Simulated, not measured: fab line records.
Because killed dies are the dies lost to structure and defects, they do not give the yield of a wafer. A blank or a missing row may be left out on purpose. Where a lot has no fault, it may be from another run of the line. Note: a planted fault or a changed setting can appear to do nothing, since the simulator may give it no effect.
A lot that was struck, set against a sound lot ; flow n5-finfet ; 30 out of 1938 route steps
Sound: the wafers L328.1, L328.2, L328.3. The struck wafers were L330.1, L330.4, L330.6. The cause is given at the end.
At each step with rows: each side's tool, then ch and its chambers, then its first start. Under that, the readings that differ: sound wafers ; struck wafers ; difference of the means ; sigmas: that difference in standard deviations of wafers without a fault.
alike: readings with means less than 2 such deviations apart, plus words and numbers identical on both sides. not compared: withheld readings, readings lacking a value on some wafer, bounds such as >300 that could conceal the same value, and numbers that have no deviation in the record and whose values overlap.
The two part at a step that has a row with sigmas, a row that says differs or no value, or rows on one side only. Numbers that have no deviation but don't overlap get no sigmas and don't part them. Lack of a reading on every wafer of one side parts them only where that side has two or more wafers.

first, 10 steps without rows for these wafers: N5_STI_FIN_REVEAL_SRD_28 (time 30 s); N5_DUMMY_GATE_PRECLEAN_00 (cleans in O3/DIW, time 60 s); N5_DUMMY_GATE_SRD_01 (time 30 s); N5_DUMMY_GATE_ALD_02 (deposits SiO2, target thk 2 nm, pulse time 1 s); N5_DUMMY_GATE_CVD_03 (deposits a-Si from SiH4, target thk 150 nm, time 8042 s); N5_DUMMY_GATE_PRECLEAN_46 (cleans in DIW, time 89.5 s); N5_DUMMY_GATE_SRD_47 (dry time 32 s); N5_DUMMY_GATE_CMP_04 (polishes a-Si); N5_DUMMY_GATE_HM_DEP_06 (deposits SiNx from DCS/NH3, target thk 80 nm, time 5141 s); N5_DUMMY_GATE_PECVD_30 (deposits SiO2 from TEOS/O2, target thk 55 nm, time 10.8 s).
N5_DUMMY_GATE_COAT_34: time 60 s, resist thk 60 nm.
  sound on litho-track-04 ch 0, day 6 02:40; struck on litho-track-01 ch 0, day 6 11:41
reading;sound;struck;difference;sigmas
spin-speed-rpm (rpm);1499.9 1498.2 1496.9;1544.7 1543.5 1541.9;+45.0;+38
model.SOC_of_DUMMY_GATE_COAT_34.thk-nm (nm);60.4 60.2 60;59.4 59.2 59.2;-0.9;
then, 11 steps without rows for these wafers: N5_DUMMY_GATE_COAT_35 (time 60 s, resist thk 10 nm); N5_DUMMY_GATE_COAT_28 (time 60 s, resist thk 10 nm); N5_DUMMY_GATE_COAT_09 (resist thk 30 nm); N5_DUMMY_GATE_EBR_11; N5_DUMMY_GATE_SOFTBAKE_10 (time 60 s); N5_DUMMY_GATE_EXPOSE_12 (exposes mask GATE, target cd 25 nm); N5_DUMMY_GATE_PEB_13 (peb time 60 s); N5_DUMMY_GATE_DEVELOP_14 (develop time 30 s); N5_DUMMY_GATE_DESCUM_20 (chemistry O2, time 6.2 s); N5_DUMMY_GATE_ETCH_29 (etches underlayer in N2/H2, target depth 13 nm); N5_DUMMY_GATE_ETCH_36 (etches SiARC in CF4, target depth 13 nm).
N5_DUMMY_GATE_ETCH_37: etches SOC in N2/H2, target depth 60 nm, overetch 30 nm.
  sound on rie-diel-05 ch 0,1,2, day 6 03:22; struck on rie-diel-05 ch 1,3, day 6 12:14
reading;sound;struck;difference;sigmas
model.etch.depth-nm (nm);60.42 60.13 60.08;59.37 59.25 59.25;-0.92;
  alike: bias-w, drypump-motor-current-A, oes-product-au, rf-vpp-V, showerhead-plenum-p-Torr, temp-c, throttle-valve-pct
  not compared: rf-hours-counter-h
then, 4 steps without rows for these wafers: N5_DUMMY_GATE_STRIP_38 (strips in N2/H2); N5_DUMMY_GATE_STRIP_39 (strips in N2/H2); N5_DUMMY_GATE_TRIM_49 (chemistry O2, time 29 s, target cd 14 nm); N5_DUMMY_GATE_STRIP_40 (strips in CF4).
N5_DUMMY_GATE_ETCH_31: etches SiO2 in C4F6/O2, target depth 82.5 nm, time 27.5 s.
  sound on rie-diel-06 ch 0,1,2, day 6 03:49; struck on rie-diel-06 ch 2,3, day 6 12:31
reading;sound;struck;difference;sigmas
model.SOC_of_DUMMY_GATE_COAT_34.thk-nm (nm);52.4 51.8 52;51.2 51.2 50.8;-1.0;
  alike: bias-w, drypump-motor-current-A, oes-product-au, rf-vpp-V, showerhead-plenum-p-Torr, throttle-valve-pct
  not compared: rf-hours-counter-h
then, 1 step without rows for these wafers: N5_DUMMY_GATE_STRIP_41 (strips in O2).
-- record jumps: 6 days separate the struck wafers' starts on either side; left off in module DUMMY_GATE, taken up again in module BEOL_M4, whose first shown step is the route's number 1111 --
N5_BEOL_M4_RC_MEAS_101:
  sound on prober-01 ch 0, day 11 21:13; struck on prober-02 ch 0, day 12 09:50
  alike: DIBL_N, DIBL_P, IOFF_N, IOFF_P, ION_N, ION_P, SS_N, SS_P, VT_N, VT_P

== WHERE THEY PART ==
Only at N5_DUMMY_GATE_COAT_34, within this record. Later steps at which nothing parts them and some readings are alike: N5_DUMMY_GATE_ETCH_37, N5_DUMMY_GATE_ETCH_31, N5_BEOL_M4_RC_MEAS_101.

WHY: the cause the simulator had injected
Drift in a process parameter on litho-track-01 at N5_DUMMY_GATE_COAT_34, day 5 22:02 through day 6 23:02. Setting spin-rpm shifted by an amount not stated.
